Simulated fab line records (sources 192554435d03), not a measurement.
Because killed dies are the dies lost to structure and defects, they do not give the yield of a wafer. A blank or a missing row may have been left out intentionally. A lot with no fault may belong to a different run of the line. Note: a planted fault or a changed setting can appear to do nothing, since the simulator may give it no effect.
fab line records    flow n5-finfet
record lots=6  wafers=18  last-day=18
route steps=1938 shown SDB@349 BEOL_M4@1111 PASSIVATION@1936
lots that met no fault: from a run of the same line without faults
start-h: hours from the record's opening day to when the first of the lot's shown wafers began    wait-h: hours since the lot's step before    " as in the row above    L1.1+2: a single row standing in for several wafers    - no value, or no start given    * or withheld: withheld    < > ~ a bound
route shown NAME@n: names a module that has steps shown in the file, with the first one's number in the route    usual: average and standard deviation across the fault-free wafers    same: alike in all rows    chamber/n: place in a boat    sites: per-site readings    _std_site: standard deviation across them    _edge_site: inner sites' mean taken away from outer sites' mean    radius-mm: for every site, how far away it sits from the centre of the wafer    mask NAME#n: copy n    behind: the most recent tool/chamber to have shaped the wafer    hold: what put the lot on hold/how long, in hours/how the hold closed    device: which transistor (n, p or np) failed to switch    end of line: the route-end tests of the same wafers    a step given without rows: its recipe and nothing more    killed: not the wafer's yield, but the dies lost to structure and defects at the first sort    map: the dies of a wafer, with x for killed, . for not killed, _ for no die there
set.NAME: the setting that was run; set.NAME@STEP: the one run at that earlier step    model.NAME: the simulator's own value behind a step, which no gauge read
lots seen at some steps along the route; tables by step, rows by wafer
services: a tool's chamber out of use, with start hour (start-h, from the record's first day; less than 0 if before it), hours out, and reason
## steps
# step N5_SDB_COAT_04
# recipe resist=SiARC  temp-c=220  time-s=60  spin-rpm=1500  resist-thk-nm=18
# step N5_SDB_COAT_05
# recipe resist=CAR-ArF  spin-rpm=1500  resist-thk-nm=90
# step N5_SDB_EBR_07
# recipe solvent=PGMEA  ebr-width-mm=1.5
# step N5_SDB_SOFTBAKE_06
# recipe temp-c=110  time-s=60  resist=CAR-ArF
# step N5_SDB_EXPOSE_08
# recipe mask-id=SDB  na=1.35  source-shape=conventional  sigma-outer=0.5  polarization=unpolarized  dose-mj=49.6
# step N5_SDB_PEB_09
# recipe peb-temp-c=withheld  peb-time-s=60  resist=CAR-ArF
# step N5_SDB_DEVELOP_10
# recipe develop-time-s=30  developer=TMAH  resist=CAR-ArF  rinse-liquid=diw  dry=air-spin  dev-temp-c=23
# step N5_SDB_CD_MEAS_11
# recipe target-cd-nm=50  landing-energy-ev=500  detector=se-inlens  polarity=opening
# usual cd-nm=50.3/1.6
lot.wafer  tool       chamber  start-h  wait-h  cd-nm
L783.1     cd-sem-02  0        65.82    -       50.7
L783.2     "          0        "        "       51.7
L783.4     "          0        "        "       50.5
L786.2     cd-sem-03  0        87.65    -       50.7
L786.3     "          0        "        "       51.1
L786.6     "          0        "        "       51.1
L792.1     cd-sem-02  0        121.98   -       50.4
L792.3     "          0        "        "       50.3
L792.5     "          0        "        "       49.9
L803.2     cd-sem-03  0        192.42   -       51.1
L803.3     "          0        "        "       50.1
L803.6     "          0        "        "       50.7
L804.1     cd-sem-03  0        193.15   -       50.0
L804.3     "          0        "        "       48.8
L804.4     "          0        "        "       48.9
L806.1     cd-sem-03  0        204.95   -       48.0
L806.2     "          0        "        "       46.6
L806.4     "          0        "        "       47.8
# step N5_SDB_OVL_MEAS_12
# recipe points-per-wafer=44
# usual SDB_OVL=-0.7/0.75
lot.wafer  tool        chamber  start-h  wait-h  SDB_OVL[nm]
L783.1     overlay-02  0        65.85    0.0     -0.8
L783.2     "           0        "        "       -1.8
L783.4     "           0        "        "       -0.2
L786.2     overlay-01  0        87.67    0.0     -0.8
L786.3     "           0        "        "       -0.2
L786.6     "           0        "        "       -1.0
L792.1     overlay-01  0        122.01   0.0     -2.0
L792.3     "           0        "        "       -1.0
L792.5     "           0        "        "       -1.9
L803.2     overlay-01  0        192.44   0.0     -0.4
L803.3     "           0        "        "       -0.1
L803.6     "           0        "        "       -0.7
L804.1     overlay-02  0        193.18   0.0     -1.3
L804.3     "           0        "        "       -0.9
L804.4     "           0        "        "       -1.1
L806.1     overlay-01  0        204.98   0.0     0.5
L806.2     "           0        "        "       -1.8
L806.4     "           0        "        "       -1.4
# step N5_SDB_INSPECT_13
# recipe mode=adi  inspect-instrument=brightfield
# usual raw-defect-count=74/30
lot.wafer  tool               chamber  start-h  wait-h  raw-defect-count
L783.1     defect-inspect-01  -        65.87    0.0     46
L783.2     "                  -        "        "       74
L783.4     "                  -        "        "       60
L786.2     defect-inspect-01  -        87.70    0.0     75
L786.3     "                  -        "        "       50
L786.6     "                  -        "        "       50
L792.1     defect-inspect-01  -        122.03   0.0     31
L792.3     "                  -        "        "       70
L792.5     "                  -        "        "       48
L803.2     defect-inspect-01  -        192.47   0.0     102
L803.3     "                  -        "        "       60
L803.6     "                  -        "        "       57
L804.1     defect-inspect-02  -        193.21   0.0     61
L804.3     "                  -        "        "       111
L804.4     "                  -        "        "       68
L806.1     defect-inspect-02  -        205.01   0.0     93
L806.2     "                  -        "        "       107
L806.4     "                  -        "        "       102
# step N5_SDB_DESCUM_16
# recipe chemistry=O2  time-s=7.9  source-power-w=50  bias-power-w=20  pressure-mtorr=20  rf-frequency-hz=2.712e+07  temp-c=40  resist=CAR-ArF  o2-flow-sccm=225
# usual drypump-motor-current-A=5.69/0.27  oes-product-au=0.82/0.1  rf-vpp-V=243.2/1.5  showerhead-plenum-p-Torr=2.09/0.075  throttle-valve-pct=20.34/0.22
lot.wafer  tool         chamber  start-h  wait-h  drypump-motor-current-A  oes-product-au  rf-hours-counter-h  rf-vpp-V  showerhead-plenum-p-Torr  throttle-valve-pct
L783.1     rie-diel-02  0        66.49    0.6     5.97                     0.94            25                  244.7     2.12                      20.27
L783.2     "            2        "        "       5.35                     0.69            239                 241.5     2.04                      20.28
L783.4     "            1        "        "       5.62                     0.71            237                 242.6     1.96                      20.34
L786.2     rie-diel-06  2        87.76    0.1     5.15                     0.98            4                   244.3     2.15                      20.43
L786.3     "            0        "        "       5.71                     0.76            138                 242.5     2.01                      20.82
L786.6     "            1        "        "       5.96                     0.95            -                   244.5     2.23                      20.12
L792.1     rie-diel-01  1        122.67   0.6     5.53                     0.67            239                 244.6     2.14                      20.49
L792.3     "            2        "        "       5.85                     0.78            107                 241.5     2.06                      20.47
L792.5     "            0        "        "       5.69                     0.89            -                   242.0     2.05                      20.42
L803.2     rie-diel-01  1        193.22   0.7     5.54                     0.94            9                   244.6     2.13                      20.11
L803.3     "            3        "        "       5.50                     1.00            2                   244.1     2.24                      19.96
L803.6     "            0        "        "       5.72                     0.83            -                   241.4     2.04                      20.47
L804.1     rie-diel-01  3        193.51   0.3     5.49                     0.98            2                   245.7     2.24                      19.97
L804.3     "            1        "        "       5.48                     0.94            9                   244.5     2.13                      20.12
L804.4     "            2        "        "       5.87                     0.74            136                 242.3     2.05                      20.51
L806.1     rie-diel-06  0        205.04   0.0     5.71                     0.73            170                 243.0     2.00                      20.84
L806.2     "            3        "        "       5.28                     0.83            74                  242.3     2.02                      20.60
L806.4     "            1        "        "       5.96                     0.88            59                  245.4     2.22                      20.18
# step N5_SDB_ETCH_17
# recipe chemistry=CF4  target=SiARC  target-depth-a=234  mask-material=CAR-ArF  time-s=39  ion-energy-ev=80  pressure-mtorr=40  source-w=545  bias-w=36  Ar_flow_sccm=100  cf4-flow-sccm=100  ends=cleared
# usual drypump-motor-current-A=5.68/0.26  etch-rf-on-time-s=38.6/1.4  mfc-ar-sccm=99.98/0.29  oes-product-au=0.71/0.087  rf-fwd-power-W=534.6/2.9  rf-vpp-V=184.0/1.2  showerhead-plenum-p-Torr=2.14/0.076  throttle-valve-pct=15.49/0.22
lot.wafer  tool         chamber  start-h  wait-h  drypump-motor-current-A  etch-rf-on-time-s  mfc-ar-sccm  oes-product-au  rf-fwd-power-W  rf-hours-counter-h  rf-vpp-V  showerhead-plenum-p-Torr  throttle-valve-pct
L783.1     rie-diel-02  0        66.52    0.0     5.95                     37.8               99.94        0.78            534.9           25                  184.4     2.17                      15.50
L783.2     "            2        "        "       5.35                     38.5               99.50        0.59            529.7           239                 182.1     2.10                      15.58
L783.4     "            1        "        "       5.55                     39.8               100.12       0.59            538.3           237                 183.0     2.05                      15.81
L786.2     rie-diel-06  2        87.79    0.0     5.16                     37.8               100.05       0.83            532.1           4                   184.9     2.19                      15.46
L786.3     "            0        "        "       5.70                     39.4               99.99        0.64            538.1           138                 184.9     2.05                      15.83
L786.6     "            1        "        "       5.97                     37.3               100.01       0.81            530.9           -                   185.5     2.30                      15.33
L792.1     rie-diel-01  1        122.71   0.0     5.51                     39.4               100.07       0.58            533.5           239                 184.1     2.16                      15.61
L792.3     "            2        "        "       5.85                     39.7               99.79        0.67            536.9           107                 184.0     2.07                      15.33
L792.5     "            0        "        "       5.70                     35.5               100.10       0.77            534.4           -                   183.5     2.10                      15.57
L803.2     rie-diel-01  1        193.25   0.0     5.51                     38.0               100.31       0.81            532.6           9                   184.0     2.16                      15.13
L803.3     "            3        "        "       5.54                     38.6               99.72        0.86            534.7           2                   185.6     2.27                      15.04
L803.6     "            0        "        "       5.71                     36.4               99.80        0.74            533.1           -                   182.0     2.09                      15.62
L804.1     rie-diel-01  3        193.54   0.0     5.47                     38.2               99.97        0.86            532.3           2                   186.6     2.27                      15.03
L804.3     "            1        "        "       5.53                     37.4               99.50        0.82            533.6           9                   184.1     2.16                      15.13
L804.4     "            2        "        "       5.83                     40.8               100.45       0.64            536.4           136                 182.8     2.06                      15.40
L806.1     rie-diel-06  0        205.08   0.0     5.70                     39.9               99.73        0.62            536.2           170                 183.0     2.04                      15.89
L806.2     "            3        "        "       5.26                     40.4               100.37       0.70            534.3           74                  183.9     2.11                      15.93
L806.4     "            1        "        "       5.95                     37.5               100.28       0.76            529.9           59                  186.1     2.28                      15.38
# step N5_SDB_ETCH_18
# recipe chemistry=N2/H2  target=SOC  target-depth-a=1000  overetch-a=200  mask-material=SiARC  temp-c=40  time-s=150  ion-energy-ev=200  pressure-mtorr=30  source-w=840  bias-w=150  n2-flow-sccm=200  h2-flow-sccm=200
# usual drypump-motor-current-A=5.69/0.27  oes-product-au=0.74/0.084  rf-fwd-power-W=837.6/2.5  rf-vpp-V=523.7/2.7  showerhead-plenum-p-Torr=2.55/0.1  throttle-valve-pct=17.79/0.29
lot.wafer  tool         chamber  start-h  wait-h  drypump-motor-current-A  oes-product-au  rf-fwd-power-W  rf-hours-counter-h  rf-vpp-V  showerhead-plenum-p-Torr  throttle-valve-pct  model.SiARC_of_SDB_COAT_04.thk-nm
L783.1     rie-diel-02  0        66.56    0.0     5.98                     0.82            833.9           25                  524.7     2.62                      17.89               12.2
L783.2     "            2        "        "       5.34                     0.61            838.3           239                 523.1     2.53                      17.91               12.6
L783.4     "            1        "        "       5.56                     0.63            836.9           237                 519.6     2.42                      17.93               13
L786.2     rie-diel-06  2        87.83    0.0     5.14                     0.87            834.2           4                   526.2     2.58                      17.59               12.6
L786.3     "            0        "        "       5.72                     0.68            834.6           138                 521.5     2.44                      18.10               13.2
L786.6     "            1        "        "       5.96                     0.83            832.9           -                   527.9     2.71                      17.39               12.4
L792.1     rie-diel-01  1        122.74   0.0     5.53                     0.62            835.6           239                 525.2     2.66                      18.35               12.8
L792.3     "            2        "        "       5.87                     0.72            837.3           107                 520.9     2.45                      17.69               13
L792.5     "            0        "        "       5.66                     0.78            836.5           -                   521.3     2.52                      18.01               12.2
L803.2     rie-diel-01  1        193.29   0.0     5.56                     0.84            1038.4          9                   489.5     2.65                      17.92               11.8
L803.3     "            3        "        "       5.54                     0.90            1039.5          2                   492.3     2.71                      17.23               12
L803.6     "            0        "        "       5.68                     0.74            1041.8          -                   485.1     2.51                      18.03               11.6
L804.1     rie-diel-01  3        193.58   0.0     5.51                     0.90            1040.7          2                   491.8     2.71                      17.22               11.8
L804.3     "            1        "        "       5.53                     0.83            1037.6          9                   487.8     2.65                      17.92               11.8
L804.4     "            2        "        "       5.85                     0.69            1044.3          136                 484.3     2.44                      17.73               12.4
L806.1     rie-diel-06  0        205.11   0.0     5.71                     0.67            832.2           170                 521.7     2.42                      18.14               13.2
L806.2     "            3        "        "       5.27                     0.75            836.1           74                  520.6     2.46                      18.10               12.8
L806.4     "            1        "        "       5.97                     0.77            834.0           59                  529.2     2.69                      17.46               12.8
# step N5_SDB_STRIP_19
# recipe chemistry=N2/H2  temp-c=40  n2-flow-sccm=200  h2-flow-sccm=200  rf-frequency-hz=6e+07
# step N5_BEOL_M4_RC_MEAS_101
# usual DIBL_N=36.2/2.2  DIBL_P=36.1/2.8  IOFF_N=0.16/0.041  IOFF_P=0.21/0.047  ION_N=676/16  ION_P=463/11  SS_N=71.6/0.78  SS_P=73.3/0.86  VT_N=249/3.8  VT_P=-251/3.9
lot.wafer  tool       chamber  start-h  wait-h  DIBL_N[mV/V]  DIBL_P[mV/V]  IOFF_N[nA/um]  IOFF_P[nA/um]  ION_N[uA/um]  ION_P[uA/um]  SS_N[mV/dec]  SS_P[mV/dec]  VT_N[mV]  VT_P[mV]
L783.1     prober-02  0        174.37   0.0     34.4          33.3          0.13           0.16           668           445           71.2          72.7          251       -255
L783.2     "          0        "        "       36.0          35.0          0.17           0.20           688           470           70.6          72.9          245       -247
L783.4     "          0        "        "       35.2          33.0          0.14           0.16           684           464           70.9          72.0          250       -251
L786.2     prober-02  0        202.99   0.2     38.7          39.4          0.19           0.26           674           460           72.1          74.6          249       -250
L786.3     "          0        "        "       38.1          37.3          0.19           0.22           684           461           72.0          74.0          246       -250
L786.6     "          0        "        "       36.3          36.4          0.16           0.22           671           467           71.3          73.2          248       -248
L792.1     prober-02  0        237.02   0.0     34.7          35.5          0.13           0.21           680           474           70.5          72.8          251       -250
L792.3     "          0        "        "       34.8          34.6          0.12           0.19           659           458           71.5          73.0          254       -254
L792.5     "          0        "        "       32.1          31.3          0.09           0.15           645           456           71.0          71.8          256       -254
L803.2     prober-01  0        303.63   0.2     39.3          39.8          0.20           0.27           666           459           72.1          73.8          250       -249
L803.3     "          0        "        "       41.9          42.1          0.30           0.35           701           474           73.2          75.8          242       -244
L803.6     "          0        "        "       36.9          37.0          0.16           0.23           682           467           72.4          74.1          252       -250
L804.1     prober-01  0        305.70   0.2     33.2          34.3          0.12           0.18           661           462           72.2          71.9          253       -251
L804.3     "          0        "        "       33.6          34.9          0.13           0.19           653           458           71.1          72.3          251       -251
L804.4     "          0        "        "       36.3          38.5          0.19           0.24           705           485           71.5          73.2          243       -250
L806.1     prober-01  0        312.82   0.0     33.5          33.0          0.11           0.15           648           444           71.0          72.5          255       -256
L806.2     "          0        "        "       35.4          35.7          0.14           0.19           674           462           71.1          73.4          251       -252
L806.4     "          0        "        "       34.4          33.9          0.13           0.16           670           462           71.0          72.6          252       -251
# step N5_PASSIVATION_PROBE_49
# usual defect-limited-yield=91.4/1.4  killed_at_M0_to_M3=33/10  killed_at_M4_up=14/6.1  killed-at-contacts=14/6.1  killed-at-front-end=38/9.7  killed-at-other=3.1/2.9  killed-dies=102/17  killed-open=67/13  killed-short=32/8  sort_bin_4_leakage=0.00/0.051  sort_bin_5_function=5.1/0.94  sort_bin_6_memory=3.2/0.68  sort_bin_8_speed=0.02/0.17  sort-n-pass=1078/17  sort-yield-pct=91.3/1.5
# same gross-dies=1180  killed-at-back-side=0
lot.wafer  tool       chamber  start-h  wait-h  defect-limited-yield[%]  killed_at_M0_to_M3  killed_at_M4_up  killed-at-contacts  killed-at-front-end  killed-at-other  killed-dies  killed-open  killed-short  sort_bin_4_leakage[%]  sort_bin_5_function[%]  sort_bin_6_memory[%]  sort_bin_8_speed[%]  sort-n-pass  sort-yield-pct[%]
L783.1     prober-02  -        271.62   0.0     89.7                     42                  6                18                  40                   15               121          77           38            0                      6.6                     2.8                   0                    1059         89.7
L783.2     prober-02  -        271.67   0.1     90.1                     32                  7                23                  45                   10               117          84           28            0                      4.9                     4.0                   0                    1063         90.1
L783.4     prober-02  -        271.77   0.2     88.5                     42                  28               20                  44                   2                136          92           39            0                      7.6                     3.6                   0                    1044         88.5
L786.2     prober-02  -        306.70   0.1     94.1                     22                  2                13                  31                   2                70           51           18            0                      3.9                     1.8                   0                    1110         94.1
L786.3     prober-02  -        306.75   0.1     91.8                     23                  10               17                  44                   3                97           62           34            0                      5.7                     2.3                   0                    1083         91.8
L786.6     prober-02  -        306.90   0.3     91.4                     20                  8                17                  56                   1                102          65           36            0                      5.5                     2.7                   0                    1078         91.4
L792.3     prober-02  -        342.12   0.1     90.6                     18                  14               19                  58                   2                111          72           31            0                      5.2                     3.7                   0                    1069         90.6
L792.5     prober-02  -        342.22   0.2     91.7                     27                  19               5                   45                   2                98           59           34            0                      4.7                     3.1                   0.08                 1081         91.6
L804.1     prober-01  -        415.93   0.0     89.4                     38                  12               16                  54                   5                125          89           35            0                      6.9                     3.4                   0                    1055         89.4
L804.3     prober-01  -        416.03   0.1     92.5                     32                  6                13                  34                   3                88           51           37            0                      3.6                     3.6                   0                    1092         92.5
L804.4     prober-01  -        416.08   0.2     91.3                     37                  9                9                   43                   5                103          61           27            0                      4.1                     3.3                   0                    1077         91.3
# killed by level:class
L783.1 MOL_CONTACT_COAG:geometric-particle:open=16 BEOL_M3:geometric-particle:open=12 STI_FIN_REVEAL:geometric-particle:open=9 MIM_TOP:geometric-particle:open=9 BEOL_M0:geometric-particle:open=8 BEOL_M0_SAQP:geometric-particle:short=7 HKMG_FIN:area-etch=6 FIN_SAQP:geometric-particle:open=5
L783.2 MOL_CONTACT_COAG:geometric-particle:open=20 BEOL_M0_SAQP:geometric-particle:short=11 STI_FIN_REVEAL:geometric-particle:open=9 FIN_SAQP:geometric-particle:open=7 BEOL_M0_SAQP:geometric-particle:open=7 BEOL_M0:geometric-particle:open=7 ILD0:geometric-particle:open=5 HKMG_FIN:area-etch=5
L783.4 MOL_CONTACT_COAG:geometric-particle:open=17 BEOL_M4:geometric-particle:open=14 BEOL_M0_SAQP:geometric-particle:short=13 STI_FIN_REVEAL:geometric-particle:open=9 BEOL_M0_SAQP:geometric-particle:open=9 FIN_SAQP:geometric-particle:open=8 BEOL_M4:geometric-particle:short=6 BEOL_M3:geometric-particle:open=6
L786.2 MOL_CONTACT_COAG:geometric-particle:open=11 STI_FIN_REVEAL:geometric-particle:open=9 BEOL_M3:geometric-particle:open=8 FIN_SAQP:geometric-particle:short=6 STARTING-WAFER:geometric-particle:open=5 BEOL_M0_SAQP:geometric-particle:open=5 DUMMY_GATE:geometric-particle:open=4 FIN_SAQP:geometric-particle:open=3
L786.3 STI_FIN_REVEAL:geometric-particle:open=13 MOL_CONTACT_COAG:geometric-particle:open=12 STARTING-WAFER:geometric-particle:short=7 FIN_SAQP:geometric-particle:open=6 BEOL_M3:geometric-particle:open=5 MOL_CONTACT_COAG:geometric-particle:short=5 BEOL_M2:geometric-particle:open=5 FIN_SAQP:geometric-particle:short=4
L786.6 STI_FIN_REVEAL:geometric-particle:open=14 FIN_SAQP:geometric-particle:open=12 MOL_CONTACT_COAG:geometric-particle:open=12 FIN_SAQP:geometric-particle:short=8 STARTING-WAFER:geometric-particle:short=6 STI_FIN_REVEAL:geometric-particle:short=5 MOL_CONTACT_COAG:geometric-particle:short=5 BEOL_M0_SAQP:geometric-particle:short=4
L792.3 STI_FIN_REVEAL:geometric-particle:open=14 MOL_CONTACT_COAG:geometric-particle:open=14 FIN_SAQP:geometric-particle:open=9 BEOL_M4:geometric-particle:open=6 FIN_SAQP:geometric-particle:short=5 GATE_CUT:geometric-particle:open=5 MOL_CONTACT_COAG:geometric-particle:short=5 BEOL_M1:geometric-particle:open=5
L792.5 FIN_SAQP:geometric-particle:open=13 GATE_CUT:geometric-particle:short=10 BEOL_M4:geometric-particle:open=9 BEOL_M0_SAQP:geometric-particle:open=6 MOL_CONTACT_COAG:geometric-particle:open=5 BEOL_M1:geometric-particle:open=5 BEOL_M0_SAQP:geometric-particle:short=4 BEOL_M4:geometric-particle:short=4
L804.1 STI_FIN_REVEAL:geometric-particle:open=16 MOL_CONTACT_COAG:geometric-particle:open=15 BEOL_M3:geometric-particle:open=14 FIN_SAQP:geometric-particle:open=10 BEOL_M0_SAQP:geometric-particle:open=8 BEOL_M0_SAQP:geometric-particle:short=5 BEOL_M5:geometric-particle:open=5 STARTING-WAFER:geometric-particle:short=5
L804.3 BEOL_M3:geometric-particle:open=10 STI_FIN_REVEAL:geometric-particle:open=9 MOL_CONTACT_COAG:geometric-particle:open=9 BEOL_M0_SAQP:geometric-particle:open=7 BEOL_M0_SAQP:geometric-particle:short=6 DUMMY_GATE:geometric-particle:open=4 MOL_CONTACT_COAG:geometric-particle:short=4 BEOL_M1:geometric-particle:open=4
L804.4 BEOL_M3:geometric-particle:open=14 HKMG_FIN:area-etch=14 BEOL_M0_SAQP:geometric-particle:open=9 BEOL_M0_SAQP:geometric-particle:short=7 MOL_CONTACT_COAG:geometric-particle:open=6 STI_FIN_REVEAL:geometric-particle:open=5 BEOL_M1:geometric-particle:open=5 BEOL_M4:geometric-particle:open=5
## services
tool         chamber  start-h  hours  kind
rie-diel-01  2        43.46    8.9    repair
rie-diel-06  1        43.71    4.5    repair
rie-diel-06  -        47.01    29.9   repair
rie-diel-02  0        54.26    6.2    repair
rie-diel-02  1        73.48    4.4    repair
rie-diel-01  -        76.56    0.5    repair
rie-diel-02  2        91.30    -      clean
rie-diel-02  2        91.30    -      consumable-replace:focus-ring
rie-diel-02  2        91.30    27.5   scheduled-down
rie-diel-02  2        91.30    27.5   vent-cycle
rie-diel-06  0        99.42    8.1    repair
rie-diel-02  1        118.99   -      clean
rie-diel-02  1        118.99   -      consumable-replace:focus-ring
rie-diel-06  -        140.11   2.3    repair
rie-diel-01  0        144.40   8.7    repair
rie-diel-01  1        153.05   -      clean
rie-diel-01  1        153.05   -      consumable-replace:focus-ring
rie-diel-01  1        153.05   14.7   scheduled-down
rie-diel-01  1        153.05   14.7   vent-cycle
rie-diel-01  3        171.36   -      clean
rie-diel-01  3        171.36   -      consumable-replace:focus-ring
rie-diel-01  3        171.36   -      consumable-replace:showerhead
rie-diel-01  3        171.36   16.3   scheduled-down
rie-diel-01  3        171.36   16.3   vent-cycle
## key
first-sign step=N5_SDB_ETCH_18  reading=rf-fwd-power-W  direction=up  sigmas=81  usual=*  struck=*
effect step=N5_SDB_ETCH_18  reading=rf-vpp-V  direction=down  sigmas=13  usual=523.7  struck=488.5
model-effect step=N5_SDB_ETCH_18  value=SiARC_of_SDB_COAT_04.thk-nm  without=12.6  struck=11.9
met-at N5_SDB_ETCH_18
struck-wafers L803.2,L803.3,L803.6,L804.1,L804.3,L804.4
baseline-loss step=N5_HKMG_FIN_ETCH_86  wafers=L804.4
onset-between 122.74 193.29
fault kind=process-parameter-drift  tool=rie-diel-01  chamber=-  onset-h=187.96  steps=N5_SDB_ETCH_18  channel=source-w  offset=201.6  shape=step  end-h=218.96  acts-in=these-recipes-only  stated=840
# baseline-loss: these wafers lose ten dies or more at that step, a loss of the line's own and not of a fault; the sort's usual values leave them out
